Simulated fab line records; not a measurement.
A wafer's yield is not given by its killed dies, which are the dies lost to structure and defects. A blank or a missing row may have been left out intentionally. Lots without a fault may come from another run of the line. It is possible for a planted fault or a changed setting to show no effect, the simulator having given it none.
Which tool is to blame? -- flow nandHarc -- Sampling: 6 lots, 18 wafers, 5 of 1159 route steps

## WHAT EACH GAUGE READ, for each wafer
NHARC_END_SORT_01.
lot,measured,on,killedShort
L368,day 21 07:55,prober-02,0 4 2
L379,day 24 06:12,prober-01,3 3 0

## WHAT TOOL EACH LOT RAN ON (gives the tool, then ch and the chambers of the sampled wafers, and finally the start)
lot,NHARC_P_M2_DESCUM_14,NHARC_P_M2_PRE_CLEAN_30,NHARC_P_M2_ECD_22,NHARC_P_M2_CMP_23
L361,"rieDiel-05 ch 0,1,3, day 6 19:47","pvdSputter-01, day 6 21:11 or earlier","ecdCu-01 ch 0,1, day 6 21:11","cmp-01 ch 1,2,3, day 6 21:54"
L365,"rieDiel-05 ch 0,2,3, day 7 06:37","pvdSputter-01, day 7 07:59 or earlier","ecdCu-02 ch 0,1, day 7 07:59","cmp-01 ch 0,2,3, day 7 08:43"
L367,"rieDiel-03 ch 1,3, day 8 02:20","pvdSputter-03, day 8 03:49 or earlier","ecdCu-01 ch 0,1, day 8 03:49","cmp-01 ch 2,3, day 8 04:32"
L368,"rieDiel-05 ch 0,1,2, day 8 07:29","pvdSputter-03, day 8 08:51 or earlier","ecdCu-02 ch 0,1, day 8 08:51","cmp-01 ch 1,2, day 8 10:10"
L379,"rieDiel-03 ch 0,1,3, day 11 02:33","pvdSputter-01, day 11 04:07 or earlier","ecdCu-01 ch 0,1, day 11 04:07","cmp-01 ch 0,2, day 11 04:47"
L383,"rieDiel-05 ch 0,3, day 11 16:45","pvdSputter-02, day 11 18:15 or earlier","ecdCu-02 ch 0,1, day 11 18:15","cmp-02 ch 0,1,2, day 11 19:00"
- NHARC_P_M2_DESCUM_14: chemistry O2, time 3 s.
- NHARC_P_M2_PRE_CLEAN_30: time 30 s.
- NHARC_P_M2_ECD_22: material Cu, target thk 400 nm.
- NHARC_P_M2_CMP_23: polishes, t overpolish 20 s, target thk 144.3 nm.

## THE ANSWER, worked out from the rows above alone
Rule: usual is defined by the lots themselves. The widest of any qualifying gaps counts: lots, ordered by their means at a reading, are off when they make up no more than a third of the lots, leave a main group of 4 or more, and stand apart from it by 3 or more times the standard deviation of that group's means. If all means in a main group match to the digits the tables above print for the reading, that group is not used. Also off: a lot with no number at a reading for which 4 or more lots have one. Where the step has rows for the other lots, those lots are counted as sound.
Across all readings shown, no lot is off: no conclusion can be drawn from this.

## WHAT THE SIMULATOR PUT IN
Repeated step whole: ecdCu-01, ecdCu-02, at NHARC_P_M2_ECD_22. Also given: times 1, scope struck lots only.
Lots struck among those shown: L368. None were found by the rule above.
